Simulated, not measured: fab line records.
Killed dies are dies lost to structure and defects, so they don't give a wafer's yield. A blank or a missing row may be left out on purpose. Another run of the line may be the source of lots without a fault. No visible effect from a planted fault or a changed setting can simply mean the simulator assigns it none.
Chamber matching | flow n5_finfet | rie_diel-06 running N5_BEOL_M3_ETCHBACK_99: 4 sister chambers
The step etches SiO2 in CHF3, target depth 5 nm, time 10.4 s. 4 wafers are shown with their chamber, then 8 later ones without.

== WAFERS WITH THEIR CHAMBER ==
wafer  | chamber | showerhead_plenum_p_Torr (Torr)
L079.1 | 2       | 2.12
L087.5 | 0       | 2.21
L087.6 | 1       | 2.18
L088.1 | 3       | 2.03

== WAFERS WHOSE CHAMBER IS MISSING ==
wafer  | showerhead_plenum_p_Torr (Torr)
L088.2 | 2.18
L088.5 | 2.21
L094.3 | 2.03
L094.4 | 2.11
L094.6 | 2.11
L096.1 | 2.17
L096.2 | 2.11
L096.4 | 2.21

== WHICH CHAMBER EACH WENT THROUGH ==
wafer  | from the rows above | in truth
L088.2 | 1                   | 1
L088.5 | 0                   | 0
L094.3 | 3                   | 3
L094.4 | 2                   | 2
L094.6 | 2                   | 2
L096.1 | 1                   | 1
L096.2 | 2                   | 2
L096.4 | 0                   | 0
Correct placement for 8 of the 8. Number that these rows cannot place: 0. 0 placed wrongly.
How it was worked out, from the rows above alone: a wafer's distance from a chamber is the root of the sum, over the readings, of the square of ((its reading less the chamber's mean) divided by the reading's scatter). The wafer belongs to the nearest chamber; if the next one is less than 2 further off, it can't be placed. The mean given for a chamber averages the wafers shown for that chamber. The scatter (one wafer shown for each chamber): square how far every hidden wafer sits from the nearest shown wafer, average those squares and take the square root.
